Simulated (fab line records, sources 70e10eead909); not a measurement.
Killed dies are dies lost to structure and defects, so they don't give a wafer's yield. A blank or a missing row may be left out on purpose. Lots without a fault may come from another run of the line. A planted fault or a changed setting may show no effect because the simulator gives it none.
Which tool did it? | flow nand_harc | 14 lots, 38 wafers sampled, at 5 steps of a route of 1159

WHAT THE GAUGES READ, wafer by wafer
NHARC_A_ONON_D1_THK_MEAS_02: measures by ellipsometry. Usual: thk_nm 998 nm, standard deviation 9.8.
lot  | measured     | on            | thk_nm (nm)    | flag
L404 | day 8 00:08  | film_metro-01 | 988 990 991    |
L405 | day 8 04:14  | film_metro-01 | 981 983 982    |
L407 | day 8 04:15  | film_metro-02 | 1003 1003 1003 |
L408 | day 9 05:16  | film_metro-02 | 1003 1006 1006 |
L409 | day 9 05:16  | film_metro-01 | 977 979 979    |
L410 | day 9 05:37  | film_metro-02 | 1004 1003 1002 |
L413 | day 10 09:35 | film_metro-02 | 997 998 998    |
L414 | day 10 18:22 | film_metro-02 | 976 976 977    |
L415 | day 10 18:22 | film_metro-02 | 994 995 996    |
L417 | day 11 08:15 | film_metro-02 | 1007 1004 1006 |
L416 | day 11 08:14 | film_metro-01 | 997 996 997    |
L419 | day 11 17:34 | film_metro-01 | 1004 1003 1004 |
L424 | day 12 15:16 | film_metro-01 | 1008           |
L426 | day 13 01:02 | film_metro-02 | 1003           |

NHARC_A_ONON_D1_THK_MEAS_24: measures by ellipsometry. Usual: thk_nm 1000 nm, standard deviation 6.2.
lot  | measured     | on            | thk_nm (nm)    | flag
L404 | day 8 10:40  | film_metro-01 | 1000 1000 1000 |
L405 | day 8 15:44  | film_metro-01 | 1012 1014 1012 |
L407 | day 8 15:44  | film_metro-02 | 992 994 993    |
L408 | day 9 16:07  | film_metro-01 | 995 997 996    |
L409 | day 9 15:45  | film_metro-01 | 1000 1001 1001 |
L410 | day 9 15:53  | film_metro-01 | 1000 1000 1002 |
L413 | day 10 20:04 | film_metro-01 | 995 997 999    |
L414 | day 11 04:58 | film_metro-01 | 997 996 994    |
L415 | day 11 04:54 | film_metro-02 | 1002 1003 1002 |
L417 | day 11 20:18 | film_metro-02 | 986 989 988    |
L416 | day 11 20:19 | film_metro-02 | 1002 1003 1002 |
L419 | day 12 04:17 | film_metro-02 | 1001 999 999   |
L424 | day 13 01:52 | film_metro-01 | 1767 1769      | OFF
L426 | day 13 11:30 | film_metro-01 | 1749 1747      | OFF

WHICH TOOL RAN EACH LOT (tool, then ch and the chambers of the sampled wafers, then the start)
lot  | NHARC_A_ZERO_WELL_ETCH_13        | NHARC_A_ZERO_WELL_RTA_16         | NHARC_A_ONON_D1_DEP_22
L404 | rie_si-01 ch 0,1,2, day 7 00:22  | rtp_anneal-01 ch 0, day 7 01:26  | pecvd_onon-04 ch 0, day 8 10:17
L405 | rie_si-01 ch 1,2, day 7 04:59    | rtp_anneal-02 ch 0, day 7 05:55  | pecvd_onon-04 ch 0, day 8 15:17
L407 | rie_si-03 ch 0,3, day 7 07:09    | rtp_anneal-01 ch 0, day 7 08:07  | pecvd_onon-01 ch 0, day 8 15:21
L408 | rie_si-02 ch 0,1,2, day 8 03:44  | rtp_anneal-02 ch 0, day 8 04:36  | pecvd_onon-04 ch 0, day 9 15:35
L409 | rie_si-03 ch 1,3, day 8 04:20    | rtp_anneal-02 ch 0, day 8 05:17  | pecvd_onon-04 ch 0, day 9 15:21
L410 | rie_si-03 ch 1,3, day 8 09:07    | rtp_anneal-02 ch 0, day 8 10:02  | pecvd_onon-03 ch 0, day 9 15:26
L413 | rie_si-03 ch 0,2,3, day 9 10:29  | rtp_anneal-02 ch 0, day 9 11:23  | pecvd_onon-01 ch 0, day 10 19:34
L414 | rie_si-02 ch 1,3, day 9 16:32    | rtp_anneal-01 ch 0, day 9 17:29  | pecvd_onon-03 ch 0, day 11 04:32
L415 | rie_si-01 ch 0,1, day 9 18:04    | rtp_anneal-01 ch 0, day 9 19:06  | pecvd_onon-01 ch 0, day 11 04:27
L417 | rie_si-01 ch 0,1, day 10 07:19   | rtp_anneal-02 ch 0, day 10 08:13 | pecvd_onon-03 ch 0, day 11 19:47
L416 | rie_si-02 ch 1,2,3, day 10 07:31 | rtp_anneal-01 ch 0, day 10 08:26 | pecvd_onon-01 ch 0, day 11 19:52
L419 | rie_si-03 ch 1,2,3, day 10 20:35 | rtp_anneal-02 ch 0, day 10 21:29 | pecvd_onon-04 ch 0, day 12 03:46
L424 | rie_si-03 ch 0, day 11 19:09     | rtp_anneal-02 ch 0, day 11 20:02 | pecvd_onon-01 ch 0, day 13 01:22
L426 | rie_si-03 ch 3, day 12 02:51     | rtp_anneal-01 ch 0, day 12 04:05 | pecvd_onon-01 ch 0, day 13 10:59
- NHARC_A_ZERO_WELL_ETCH_13: etches the open film in HBr/Cl2, target depth 120 nm, time 40.1 s.
- NHARC_A_ZERO_WELL_RTA_16: time 10 s.
- NHARC_A_ONON_D1_DEP_22: target thk 1000 nm.

WHAT THE TOOLS THEMSELVES READ (means of the sampled wafers that have a number; where no wafer has one, the mark that the record gives instead)
NHARC_A_ZERO_WELL_ETCH_13. Usual: drypump_motor_current_A 5.9 A, standard deviation 0.4; hbr_flow_sccm 150.0 sccm, standard deviation 0.42; oes_product_au 0.999 a.u., standard deviation 0.0067; throttle_valve_pct 26.406 %, standard deviation 0.0087.
lot  | tool      | drypump_motor_current_A (A) | hbr_flow_sccm (sccm) | oes_product_au (a.u.) | throttle_valve_pct (%) | flag
L404 | rie_si-01 | 5.9                         | 149.3                | 0.990                 | 26.411                 |
L405 | rie_si-01 | 5.7                         | 150.0                | 1.002                 | 26.404                 |
L407 | rie_si-03 | 5.9                         | 149.7                | 0.992                 | 26.396                 |
L408 | rie_si-02 | 6.1                         | 150.0                | 0.995                 | 26.408                 |
L409 | rie_si-03 | 6.4                         | 150.0                | 0.995                 | 26.401                 |
L410 | rie_si-03 | 6.5                         | 149.8                | 0.998                 | 26.405                 |
L413 | rie_si-03 | 5.9                         | 149.9                | 1.005                 | 26.404                 |
L414 | rie_si-02 | 5.7                         | 149.7                | 1.003                 | 26.404                 |
L415 | rie_si-01 | 6.1                         | 149.7                | 0.997                 | 26.406                 |
L417 | rie_si-01 | 6.1                         | 149.8                | 0.996                 | 26.404                 |
L416 | rie_si-02 | 5.8                         | 150.0                | 1.002                 | 26.405                 |
L419 | rie_si-03 | 6.3                         | 150.1                | 1.003                 | 26.409                 |
L424 | rie_si-03 | 5.6                         | 149.9                | 0.998                 | 26.406                 |
L426 | rie_si-03 | 6.4                         | 150.7                | 0.992                 | 26.396                 |

NHARC_A_ZERO_WELL_RTA_16. Usual: lamp_power_pct 29.4 %, standard deviation 0.49; lamp_zone_1_pct 29.4 %, standard deviation 0.49; lamp_zone_3_pct 29.4 %, standard deviation 0.49; lamp_zone_4_pct 29.4 %, standard deviation 0.49; wafer_temp_C_max 1005.8, standard deviation 1.4.
lot  | tool          | lamp_power_pct (%) | lamp_zone_1_pct (%) | lamp_zone_3_pct (%) | lamp_zone_4_pct (%) | wafer_temp_C_max | flag
L404 | rtp_anneal-01 | 30.0               | 29.9                | 29.9                | 30.0                | 1005.9           |
L405 | rtp_anneal-02 | 29.0               | 29.0                | 29.0                | 29.0                | 1006.2           |
L407 | rtp_anneal-01 | 29.9               | 29.9                | 29.9                | 29.9                | 1007.5           |
L408 | rtp_anneal-02 | 29.0               | 29.0                | 28.9                | 29.0                | 1004.8           |
L409 | rtp_anneal-02 | 29.0               | 29.0                | 28.9                | 29.0                | 1005.5           |
L410 | rtp_anneal-02 | 29.0               | 29.0                | 29.0                | 29.0                | 1005.1           |
L413 | rtp_anneal-02 | 29.0               | 28.9                | 29.0                | 28.9                | 1004.8           |
L414 | rtp_anneal-01 | 30.0               | 30.0                | 29.9                | 30.0                | 1006.8           |
L415 | rtp_anneal-01 | 30.0               | 30.0                | 30.0                | 30.0                | 1008.2           |
L417 | rtp_anneal-02 | 29.0               | 29.0                | 29.0                | 29.0                | 1006.3           |
L416 | rtp_anneal-01 | 29.9               | 30.0                | 30.0                | 30.0                | 1007.2           |
L419 | rtp_anneal-02 | 29.0               | 29.0                | 29.0                | 29.0                | 1005.9           |
L424 | rtp_anneal-02 | 29.0               | 29.0                | 29.0                | 28.9                | 1005.3           |
L426 | rtp_anneal-01 | 30.0               | 30.0                | 29.9                | 29.9                | 1005.6           |

THE ANSWER, worked out from the rows above alone
Rule: a lot is off if the mean of its wafers that have a number lies more than 3 standard deviations from the usual mean. A lot without any number at a reading at which 4 lots or more have one is off too. The other lots that the step has rows for count as sound. The gauges are gone through in route order, then the tools' own readings, and for those a lot's mean is taken as printed above. The first step at which some lot is off is used, and at that step the reading that is off furthest; a lot without a number counts as furthest.
Off: L424, L426, at NHARC_A_ONON_D1_THK_MEAS_24 (thk_nm).
A tool fits if, at a process step before that reading, it ran every lot that is off, and no sound lot after the first of them. The gauges at NHARC_A_ONON_D1_THK_MEAS_24 are tried like those tools. Can't be told from this: 3 tools fit, rie_si-03 at NHARC_A_ZERO_WELL_ETCH_13, pecvd_onon-01 at NHARC_A_ONON_D1_DEP_22, film_metro-01 at NHARC_A_ONON_D1_THK_MEAS_24.

WHAT THE SIMULATOR HAD PUT IN
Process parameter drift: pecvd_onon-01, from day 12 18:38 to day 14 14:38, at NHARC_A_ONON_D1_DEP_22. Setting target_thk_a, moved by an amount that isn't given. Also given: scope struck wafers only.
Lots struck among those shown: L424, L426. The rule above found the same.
